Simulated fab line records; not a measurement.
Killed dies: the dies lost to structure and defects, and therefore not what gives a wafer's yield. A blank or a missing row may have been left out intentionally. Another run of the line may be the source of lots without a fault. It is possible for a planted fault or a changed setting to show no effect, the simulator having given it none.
fab line records	flow n5-finfet	part 1 of 2: steps 1 to 23 of 30
record: lots: 5	wafers: 15	last-day: 18
route steps=1938 shown MOL_CONTACT_COAG@625 BEOL_M0_SAQP@632
lots with no fault: from the same line, run without faults
start-h: the number of hours between the record's first day and the start of the first shown wafer of the lot	wait-h: hours elapsed since this lot's preceding step	" the same as in the row above	L1.1+2: several wafers, shown together as one row	- either no value or no given start	* or withheld: withheld	< > ~ a bound
route shown NAME@n: a module of which the file shows steps, and the number in the route of the first	usual: mean/standard deviation taken from wafers without a fault	same: alike in all rows	chamber/n: place in a boat	sites: the reading at each site	_std_site: their standard deviation	_edge_site: mean of outer sites minus mean of inner sites	radius-mm: how far each site lies from the wafer's centre	mask NAME#n: copy n	behind: the tool/chamber that last shaped the wafer	hold: what put the lot on hold/how long, in hours/how the hold closed	device: which transistor (n, p or np) failed to switch	end of line: the tests these same wafers got at the end of their route	a step with no rows: only its recipe	killed: not the wafer's yield, but the dies lost to structure and defects at the first sort	map: shows each die of a wafer: x if killed, . if not, _ if none is there
set.NAME: the setting the step ran with; set.NAME@STEP: the setting that earlier step ran with	model.NAME: the simulator's own value behind a step, which no gauge read
a table for each step, a row for each wafer; lots at some steps of the route
services: from which hour (start-h, from the record's first day; less than 0 if before it) a tool's chamber was out of use, for how many hours, and why
== steps ==
step: N5_MOL_CONTACT_COAG_PRECLEAN_127
recipe: chemistry: DIW	time-s: 57.5	temp-c: 23
lot.wafer	tool	chamber	start-h	wait-h
L075.1+2+5	wet-bench-05	5,6,7	106.81	0.2
L082.2+3+6	wet-bench-05	6,5,7	146.95	0.2
L086.1+4+5	wet-bench-04	7,6,3	172.97	0.2
L093.1+4+5	wet-bench-05	1,0,7	218.28	0.2
L095.1+2+3	wet-bench-04	1,6,4	231.25	0.2
step: N5_MOL_CONTACT_COAG_SRD_128
recipe: dry-time-s: 32	dry: n2-spin	spin-rpm: 1500
same: dry-time-s: 32
lot.wafer	tool	chamber	start-h	wait-h
L075.1+2+5	wet-bench-05	5,6,7	106.83	0.0
L082.2+3+6	wet-bench-05	6,5,7	146.97	0.0
L086.1+4+5	wet-bench-04	7,6,3	172.99	0.0
L093.1+4+5	wet-bench-05	1,0,7	218.30	0.0
L095.1+2+3	wet-bench-04	1,6,4	231.27	0.0
step: N5_MOL_CONTACT_COAG_CMP_52
recipe: stop-on: SiO2	t-overpolish-s: 1.5	post-cmp-clean: w-dilute-nh4oh	down-force-psi: 4	platen-rpm: 50.289	pad-velocity-m-s: 1.0006	target-thk-nm: 66.5
usual: motor-current-A: 12.4/1.2	overpolish-run-s: 1.500/0.0089	time-to-endpoint-s: 13.8/2.3
lot.wafer	tool	chamber	start-h	wait-h	motor-current-A	overpolish-run-s	time-to-endpoint-s
L075.1	cmp-02	0	106.86	0.0	12.7	1.501	14.5
L075.2	"	2	"	"	13.3	1.491	15.3
L075.5	"	1	"	"	11.0	1.489	11.5
L082.3	cmp-03	2	147.04	0.1	12.6	1.491	12.5
L082.2	"	3	"	"	11.2	1.503	13.7
L082.6	"	1	"	"	13.6	1.491	10.9
L086.4	cmp-01	2	173.06	0.1	11.2	1.503	17.4
L086.1	"	3	"	"	10.9	1.498	14.3
L086.5	"	2	"	"	10.9	1.507	19.0
L093.4	cmp-01	2	218.33	0.0	11.2	1.515	16.0
L093.1	"	3	"	"	11.1	1.499	11.5
L093.5	"	3	"	"	10.9	1.488	12.4
L095.3	cmp-02	1	231.34	0.1	10.8	1.478	11.1
L095.2	"	2	"	"	12.8	1.500	13.1
L095.1	"	3	"	"	12.3	1.494	11.5
step: N5_MOL_CONTACT_COAG_THK_MEAS_53
recipe: reads: SiO2_of_MOL_CONTACT_COAG_PECVD_31
usual: VIA_MOL_THK: 44.1/0.62
lot.wafer	tool	chamber	start-h	wait-h	VIA_MOL_THK[nm]
L075.1	film-metro-01	-	107.16	-	43.1
L075.2	"	-	"	"	43.7
L075.5	"	-	"	"	44.0
L082.2	film-metro-01	-	147.30	-	44.3
L082.3	"	-	"	"	43.3
L082.6	"	-	"	"	44.0
L086.1	film-metro-01	-	173.31	-	42.7
L086.4	"	-	"	"	44.7
L086.5	"	-	"	"	43.7
L093.1	film-metro-01	-	218.63	-	44.4
L093.4	"	-	"	"	44.1
L093.5	"	-	"	"	43.9
L095.1	film-metro-02	-	231.60	-	43.5
L095.2	"	-	"	"	44.0
L095.3	"	-	"	"	44.9
step: N5_MOL_CONTACT_COAG_ANNEAL_112
recipe: temp-c: 400	time-s: 1800	ambient: HPD2	pressure-atm: 10
usual: wafer_temp_C_max: 402.2/0.4	zone-power-lower-pct: 10.84/0.11
lot.wafer	tool	chamber	start-h	wait-h	wafer_temp_C_max	zone-power-lower-pct
L075.1	hp-anneal-01	0	140.94	33.8	401.8	10.79
L075.2	"	0	"	"	401.8	11.00
L075.5	"	0	"	"	402.1	10.99
L082.2	hp-anneal-01	0	147.32	0.0	401.6	10.87
L082.3	"	0	"	"	402.1	10.87
L082.6	"	0	"	"	402.0	10.77
L086.1	hp-anneal-01	0	175.72	2.4	402.3	10.94
L086.4	"	0	"	"	401.5	10.79
L086.5	"	0	"	"	402.6	10.97
L093.1	hp-anneal-01	0	218.65	0.0	402.2	10.92
L093.4	"	0	"	"	402.3	10.91
L093.5	"	0	"	"	402.1	10.81
L095.1	hp-anneal-01	0	231.63	0.0	401.9	10.71
L095.2	"	0	"	"	401.8	10.89
L095.3	"	0	"	"	402.8	10.73
step: N5_MOL_CONTACT_COAG_INSPECT_97
recipe: inspect-instrument: darkfield	mode: post-anneal
usual: raw-defect-count: 48/22
lot.wafer	tool	chamber	start-h	wait-h	raw-defect-count
L075.1	defect-inspect-02	-	144.28	0.3	29
L075.2	"	-	"	"	45
L075.5	"	-	"	"	37
L082.2	defect-inspect-01	-	150.37	0.0	53
L082.3	"	-	"	"	47
L082.6	"	-	"	"	48
L086.1	defect-inspect-02	-	178.74	0.0	46
L086.4	"	-	"	"	23
L086.5	"	-	"	"	44
L093.1	defect-inspect-02	-	221.68	0.0	39
L093.4	"	-	"	"	31
L093.5	"	-	"	"	51
L095.1	defect-inspect-01	-	234.65	0.0	41
L095.2	"	-	"	"	25
L095.3	"	-	"	"	32
step: N5_BEOL_M0_SAQP_PECVD_00
recipe: material: SiCN	target-thk-a: 80	temp-c: withheld	precursor: 3MS/NH3	pressure-torr: 3	rf-w: 202	time-s: 14
usual: showerhead-plenum-p-Torr: 3.659/0.016	throttle-valve-pct: 9.0/0.35
lot.wafer	tool	chamber	start-h	wait-h	showerhead-plenum-p-Torr	throttle-valve-pct
L075.1	pecvd-01	0	144.61	0.2	3.636	9.0
L075.2	"	1	"	"	3.659	9.5
L075.5	"	1	"	"	3.663	9.6
L082.2	pecvd-01	0	150.68	0.2	3.634	9.0
L082.3	"	2	"	"	3.651	9.7
L082.6	"	2	"	"	3.654	9.6
L086.1	pecvd-04	0	179.08	0.2	3.683	9.0
L086.4	"	2	"	"	3.669	8.7
L086.5	"	0	"	"	3.677	9.3
L093.1	pecvd-01	1	222.01	0.2	3.650	9.4
L093.4	"	0	"	"	3.633	8.9
L093.5	"	0	"	"	3.626	8.9
L095.1	pecvd-04	1	234.98	0.2	3.649	8.8
L095.2	"	2	"	"	3.675	8.5
L095.3	"	0	"	"	3.677	9.2
step: N5_BEOL_M0_SAQP_ILD_DEP_01
recipe: material: SiOC	target-thk-a: 454.19	temp-c: 350	precursor: DEMS/O2	pressure-torr: 5	rf-w: 500	time-s: 8.7
usual: heater-power-w: 477/82	showerhead-plenum-p-Torr: 5.687/0.019	throttle-valve-pct: 11.9/0.43
lot.wafer	tool	chamber	start-h	wait-h	heater-power-w	showerhead-plenum-p-Torr	throttle-valve-pct
L075.1	pecvd-01	0	144.65	0.0	445	5.658	11.6
L075.2	"	1	"	"	425	5.696	12.4
L075.5	"	1	"	"	435	5.679	12.3
L082.2	pecvd-01	0	150.71	0.0	483	5.673	11.8
L082.3	"	2	"	"	470	5.678	12.6
L082.6	"	2	"	"	464	5.692	12.6
L086.1	pecvd-04	0	179.11	0.0	679	5.712	11.7
L086.4	"	2	"	"	512	5.713	11.2
L086.5	"	0	"	"	677	5.699	12.0
L093.1	pecvd-01	1	222.05	0.0	445	5.680	12.3
L093.4	"	0	"	"	416	5.661	11.9
L093.5	"	0	"	"	407	5.659	11.9
L095.1	pecvd-04	1	235.01	0.0	559	5.667	11.5
L095.2	"	2	"	"	489	5.707	11.7
L095.3	"	0	"	"	707	5.720	12.0
step: N5_BEOL_M0_SAQP_HM_DEP_02
recipe: material: TiN	target-thk-a: 120	temp-c: 25	chamber-pressure-pa: 0.49996
usual: throttle-valve-pct: 30.2/1.3
lot.wafer	tool	chamber	start-h	wait-h	throttle-valve-pct
L075.1	pvd-sputter-02	-	144.72	0.1	30.6
L075.2	"	-	"	"	29.6
L075.5	"	-	"	"	30.7
L082.2	pvd-sputter-02	-	150.76	0.0	29.9
L082.3	"	-	"	"	31.1
L082.6	"	-	"	"	30.0
L086.1	pvd-sputter-02	-	179.78	0.7	30.9
L086.4	"	-	"	"	29.7
L086.5	"	-	"	"	31.0
L093.1	pvd-sputter-01	-	223.93	1.9	29.1
L093.4	"	-	"	"	31.0
L093.5	"	-	"	"	28.7
L095.1	pvd-sputter-02	-	236.13	1.1	30.8
L095.2	"	-	"	"	30.9
L095.3	"	-	"	"	29.6
step: N5_BEOL_M0_SAQP_PECVD_03
recipe: material: SiCN	target-thk-a: 120	temp-c: withheld	precursor: 3MS/NH3	pressure-torr: 3	rf-w: 202	time-s: 21.1
usual: showerhead-plenum-p-Torr: 3.661/0.017	throttle-valve-pct: 9.0/0.33
lot.wafer	tool	chamber	start-h	wait-h	showerhead-plenum-p-Torr	throttle-valve-pct
L075.1	pecvd-04	2	144.84	0.1	3.669	8.5
L075.2	"	1	"	"	3.646	8.7
L075.5	"	0	"	"	3.686	9.2
L082.2	pecvd-01	0	150.88	0.1	3.648	8.8
L082.3	"	2	"	"	3.653	9.5
L082.6	"	0	"	"	3.634	8.7
L086.1	pecvd-04	0	179.91	0.1	3.686	9.1
L086.4	"	2	"	"	3.674	8.5
L086.5	"	0	"	"	3.686	9.1
L093.1	pecvd-04	2	224.06	0.1	3.679	8.6
L093.4	"	2	"	"	3.681	9.1
L093.5	"	0	"	"	3.684	8.9
L095.1	pecvd-02	0	236.25	0.1	3.653	9.2
L095.2	"	2	"	"	3.677	8.9
L095.3	"	1	"	"	3.665	9.3
step: N5_BEOL_M0_SAQP_PECVD_96
recipe: material: a-Si	target-thk-a: 450	temp-c: 350	precursor: SiH4/He	pressure-torr: 3	rf-w: 100	time-s: 45.2
usual: heater-power-w: 624/84	showerhead-plenum-p-Torr: 5.65/0.06	throttle-valve-pct: 18.1/0.61
lot.wafer	tool	chamber	start-h	wait-h	heater-power-w	showerhead-plenum-p-Torr	throttle-valve-pct
L075.1	pecvd-04	2	144.87	0.0	650	5.70	17.5
L075.2	"	1	"	"	658	5.58	17.5
L075.5	"	0	"	"	851	5.75	18.2
L082.2	pecvd-01	0	150.91	0.0	573	5.55	18.0
L082.3	"	2	"	"	612	5.62	19.2
L082.6	"	0	"	"	553	5.56	18.0
L086.1	pecvd-04	0	179.93	0.0	847	5.74	18.4
L086.4	"	2	"	"	560	5.69	17.4
L086.5	"	0	"	"	810	5.75	18.3
L093.1	pecvd-04	2	224.09	0.0	607	5.70	17.7
L093.4	"	2	"	"	626	5.71	17.6
L093.5	"	0	"	"	761	5.73	18.3
L095.1	pecvd-02	0	236.28	0.0	527	5.68	18.2
L095.2	"	2	"	"	612	5.70	17.5
L095.3	"	1	"	"	633	5.64	18.5
step: N5_BEOL_M0_SAQP_PECVD_97
recipe: material: SiNx	target-thk-a: 230	temp-c: 350	precursor: SiH4/NH3/N2	pressure-torr: 1.5	rf-w: 300	time-s: 19.9
usual: heater-power-w: 552/74	showerhead-plenum-p-Torr: 5.12/0.082	throttle-valve-pct: 39.7/1.4
lot.wafer	tool	chamber	start-h	wait-h	heater-power-w	showerhead-plenum-p-Torr	throttle-valve-pct
L075.1	pecvd-04	2	144.91	0.0	529	5.18	38.3
L075.2	"	1	"	"	611	5.02	38.1
L075.5	"	0	"	"	709	5.23	40.0
L082.2	pecvd-01	0	150.95	0.0	524	5.00	39.2
L082.3	"	2	"	"	542	5.06	42.1
L082.6	"	0	"	"	536	5.01	39.6
L086.1	pecvd-04	0	179.98	0.0	746	5.26	40.4
L086.4	"	2	"	"	519	5.19	38.1
L086.5	"	0	"	"	737	5.24	39.9
L093.1	pecvd-04	2	224.13	0.0	583	5.19	38.7
L093.4	"	2	"	"	568	5.20	38.4
L093.5	"	0	"	"	715	5.26	40.3
L095.1	pecvd-02	0	236.32	0.0	533	5.16	39.4
L095.2	"	2	"	"	514	5.22	38.8
L095.3	"	1	"	"	556	5.11	40.8
step: N5_BEOL_M0_SAQP_PECVD_04
recipe: material: a-Si	target-thk-a: 600	temp-c: 350	precursor: SiH4/He	pressure-torr: 3	rf-w: 100	time-s: 60.2
usual: heater-power-w: 622/82	showerhead-plenum-p-Torr: 5.65/0.061	throttle-valve-pct: 18.1/0.65
lot.wafer	tool	chamber	start-h	wait-h	heater-power-w	showerhead-plenum-p-Torr	throttle-valve-pct
L075.1	pecvd-04	2	144.95	0.0	645	5.69	17.3
L075.2	"	1	"	"	680	5.57	17.3
L075.5	"	0	"	"	771	5.73	18.3
L082.2	pecvd-01	0	150.99	0.0	514	5.56	18.1
L082.3	"	2	"	"	594	5.61	18.9
L082.6	"	0	"	"	537	5.57	18.0
L086.1	pecvd-04	0	180.02	0.0	811	5.75	18.2
L086.4	"	2	"	"	621	5.71	17.5
L086.5	"	0	"	"	825	5.73	18.1
L093.1	pecvd-04	2	224.17	0.0	569	5.69	17.5
L093.4	"	2	"	"	579	5.71	17.6
L093.5	"	0	"	"	753	5.75	18.4
L095.1	pecvd-02	0	236.36	0.0	603	5.69	17.8
L095.2	"	2	"	"	578	5.72	17.9
L095.3	"	1	"	"	671	5.65	18.4
step: N5_BEOL_M0_SAQP_THK_MEAS_05
usual: thk-nm: 60.2/0.87
lot.wafer	tool	chamber	start-h	wait-h	thk-nm
L075.1	film-metro-01	-	145.05	0.1	59.7
L075.2	"	-	"	"	59.1
L075.5	"	-	"	"	60.6
L082.2	film-metro-01	-	151.09	0.1	59.8
L082.3	"	-	"	"	59.7
L082.6	"	-	"	"	60.8
L086.1	film-metro-02	-	180.12	0.1	60.3
L086.4	"	-	"	"	61.3
L086.5	"	-	"	"	60.7
L093.1	film-metro-01	-	224.27	0.1	60.0
L093.4	"	-	"	"	61.2
L093.5	"	-	"	"	61.2
L095.1	film-metro-01	-	236.46	0.1	59.8
L095.2	"	-	"	"	59.4
L095.3	"	-	"	"	58.2
step: N5_BEOL_M0_SAQP_HM_DEP_111
recipe: material: SiO2	target-thk-a: 120	temp-c: 400	precursor: SiH4/N2O	pressure-torr: 0.75	rf-w: 275	time-s: 7.2
usual: heater-power-w: 778/110	showerhead-plenum-p-Torr: 8.12/0.16
lot.wafer	tool	chamber	start-h	wait-h	heater-power-w	showerhead-plenum-p-Torr
L075.1	pecvd-04	1	145.08	0.0	888	7.88
L075.2	"	0	"	"	1048	8.37
L075.5	"	2	"	"	814	8.24
L082.2	pecvd-04	2	151.13	0.0	798	8.24
L082.3	"	0	"	"	1025	8.34
L082.6	"	2	"	"	807	8.24
L086.1	pecvd-01	1	180.15	0.0	622	8.07
L086.4	"	1	"	"	611	8.05
L086.5	"	0	"	"	740	7.83
L093.1	pecvd-01	1	224.30	0.0	663	8.06
L093.4	"	1	"	"	679	8.06
L093.5	"	0	"	"	653	7.85
L095.1	pecvd-02	2	236.50	0.0	751	8.27
L095.2	"	0	"	"	765	8.18
L095.3	"	1	"	"	808	8.08
step: N5_BEOL_M0_SAQP_COAT_81
recipe: resist: SOC	temp-c: 250	time-s: 60	spin-rpm: 1500	resist-thk-nm: 100
usual: resist-line-temp-C: 22.99/0.1
lot.wafer	tool	chamber	start-h	wait-h	resist-line-temp-C
L075.1	litho-track-01	0	145.16	0.1	22.92
L075.2	"	0	"	"	23.10
L075.5	"	0	"	"	23.00
L082.2	litho-track-02	0	151.20	0.1	22.82
L082.3	"	0	"	"	22.99
L082.6	"	0	"	"	22.88
L086.1	litho-track-01	0	180.23	0.1	23.19
L086.4	"	0	"	"	23.02
L086.5	"	0	"	"	23.13
L093.1	litho-track-04	0	224.40	0.1	23.02
L093.4	"	0	"	"	23.10
L093.5	"	0	"	"	22.91
L095.1	litho-track-02	0	236.57	0.1	23.06
L095.2	"	0	"	"	22.99
L095.3	"	0	"	"	22.99
step: N5_BEOL_M0_SAQP_COAT_82
recipe: resist: SiARC	temp-c: 220	time-s: 60	spin-rpm: 1500	resist-thk-nm: 30
usual: resist-line-temp-C: 23.01/0.12
lot.wafer	tool	chamber	start-h	wait-h	resist-line-temp-C
L075.1	litho-track-01	0	-	-	23.14
L075.2	"	0	"	"	23.12
L075.5	"	0	"	"	23.06
L082.2	litho-track-02	0	-	-	23.11
L082.3	"	0	"	"	22.87
L082.6	"	0	"	"	22.98
L086.1	litho-track-01	0	-	-	22.89
L086.4	"	0	"	"	22.93
L086.5	"	0	"	"	22.94
L093.1	litho-track-04	0	-	-	23.03
L093.4	"	0	"	"	22.95
L093.5	"	0	"	"	22.87
L095.1	litho-track-02	0	-	-	22.99
L095.2	"	0	"	"	22.78
L095.3	"	0	"	"	22.93
step: N5_BEOL_M0_SAQP_COAT_08
recipe: resist: CAR-ArF	spin-rpm: 1500	resist-thk-nm: 90
usual: resist-line-temp-C: 23.01/0.11
lot.wafer	tool	chamber	start-h	wait-h	resist-line-temp-C
L075.1	litho-track-01	0	-	-	22.93
L075.2	"	0	"	"	23.06
L075.5	"	0	"	"	23.18
L082.2	litho-track-02	0	-	-	22.94
L082.3	"	0	"	"	22.90
L082.6	"	0	"	"	22.96
L086.1	litho-track-01	0	-	-	23.03
L086.4	"	0	"	"	22.94
L086.5	"	0	"	"	23.04
L093.1	litho-track-04	0	-	-	22.82
L093.4	"	0	"	"	23.01
L093.5	"	0	"	"	23.02
L095.1	litho-track-02	0	-	-	23.07
L095.2	"	0	"	"	22.94
L095.3	"	0	"	"	23.10
step: N5_BEOL_M0_SAQP_EBR_10
recipe: solvent: PGMEA	ebr-width-mm: 1.5
usual: resist-line-temp-C: 22.99/0.096
lot.wafer	tool	chamber	start-h	wait-h	resist-line-temp-C
L075.1	litho-track-01	0	-	-	23.05
L075.2	"	0	"	"	23.07
L075.5	"	0	"	"	23.20
L082.2	litho-track-02	0	-	-	23.05
L082.3	"	0	"	"	23.03
L082.6	"	0	"	"	23.20
L086.1	litho-track-01	0	-	-	23.01
L086.4	"	0	"	"	22.99
L086.5	"	0	"	"	22.99
L093.1	litho-track-04	0	-	-	23.09
L093.4	"	0	"	"	23.12
L093.5	"	0	"	"	23.07
L095.1	litho-track-02	0	-	-	22.92
L095.2	"	0	"	"	22.90
L095.3	"	0	"	"	23.04
step: N5_BEOL_M0_SAQP_SOFTBAKE_09
recipe: temp-c: 110	time-s: 60	resist: CAR-ArF
usual: resist-line-temp-C: 23.00/0.094
lot.wafer	tool	chamber	start-h	wait-h	resist-line-temp-C
L075.1	litho-track-01	0	-	-	23.12
L075.2	"	0	"	"	22.88
L075.5	"	0	"	"	22.95
L082.2	litho-track-02	0	-	-	22.97
L082.3	"	0	"	"	23.00
L082.6	"	0	"	"	22.93
L086.1	litho-track-01	0	-	-	23.04
L086.4	"	0	"	"	22.95
L086.5	"	0	"	"	22.90
L093.1	litho-track-04	0	-	-	22.95
L093.4	"	0	"	"	22.95
L093.5	"	0	"	"	22.97
L095.1	litho-track-02	0	-	-	22.90
L095.2	"	0	"	"	22.90
L095.3	"	0	"	"	23.00
step: N5_BEOL_M0_SAQP_EXPOSE_11
recipe: mask-id: M0_CORE	na: 1.35	source-shape: dipole	sigma-inner: 0.538	sigma-outer: 0.738	polarization: te	target-cd-nm: 42	dose-mj: 55
usual: reticle-temp-C: 23.00/0.091
lot.wafer	tool	chamber	start-h	wait-h	mask	reticle-temp-C
L075.1	arfi-scanner-02	0	145.40	-	M0_CORE#0	22.98
L075.2	"	0	"	"	M0_CORE#0	22.86
L075.5	"	0	"	"	M0_CORE#0	23.00
L082.2	arfi-scanner-03	0	151.33	-	M0_CORE#0	23.02
L082.3	"	0	"	"	M0_CORE#0	22.89
L082.6	"	0	"	"	M0_CORE#0	22.95
L086.1	arfi-scanner-01	0	180.35	-	M0_CORE#0	22.82
L086.4	"	0	"	"	M0_CORE#0	22.96
L086.5	"	0	"	"	M0_CORE#0	22.96
L093.1	arfi-scanner-03	0	224.52	-	M0_CORE#0	22.94
L093.4	"	0	"	"	M0_CORE#0	22.92
L093.5	"	0	"	"	M0_CORE#0	23.15
L095.1	arfi-scanner-03	0	236.69	-	M0_CORE#0	23.04
L095.2	"	0	"	"	M0_CORE#0	22.95
L095.3	"	0	"	"	M0_CORE#0	23.08
step: N5_BEOL_M0_SAQP_PEB_12
recipe: peb-temp-c: withheld	peb-time-s: 60	resist: CAR-ArF
usual: resist-line-temp-C: 23.00/0.1
lot.wafer	tool	chamber	start-h	wait-h	resist-line-temp-C
L075.1	litho-track-02	0	145.46	0.1	22.94
L075.2	"	0	"	"	23.18
L075.5	"	0	"	"	22.98
L082.2	litho-track-01	0	151.38	0.0	23.22
L082.3	"	0	"	"	23.11
L082.6	"	0	"	"	23.09
L086.1	litho-track-02	0	180.41	0.1	23.17
L086.4	"	0	"	"	22.92
L086.5	"	0	"	"	23.00
L093.1	litho-track-01	0	224.58	0.1	23.02
L093.4	"	0	"	"	22.89
L093.5	"	0	"	"	22.99
L095.1	litho-track-02	0	236.75	0.1	23.20
L095.2	"	0	"	"	23.18
L095.3	"	0	"	"	23.09
step: N5_BEOL_M0_SAQP_DEVELOP_13
recipe: develop-time-s: 30	developer: TMAH	resist: CAR-ArF	dev-temp-c: 23	rinse-liquid: diw	dry: air-spin
usual: resist-line-temp-C: 22.98/0.1
lot.wafer	tool	chamber	start-h	wait-h	resist-line-temp-C
L075.1	litho-track-02	0	-	-	23.07
L075.2	"	0	"	"	23.02
L075.5	"	0	"	"	22.99
L082.2	litho-track-01	0	-	-	22.77
L082.3	"	0	"	"	22.82
L082.6	"	0	"	"	22.93
L086.1	litho-track-02	0	-	-	23.13
L086.4	"	0	"	"	22.89
L086.5	"	0	"	"	22.98
L093.1	litho-track-01	0	-	-	22.93
L093.4	"	0	"	"	22.97
L093.5	"	0	"	"	22.92
L095.1	litho-track-02	0	-	-	22.85
L095.2	"	0	"	"	22.84
L095.3	"	0	"	"	23.03
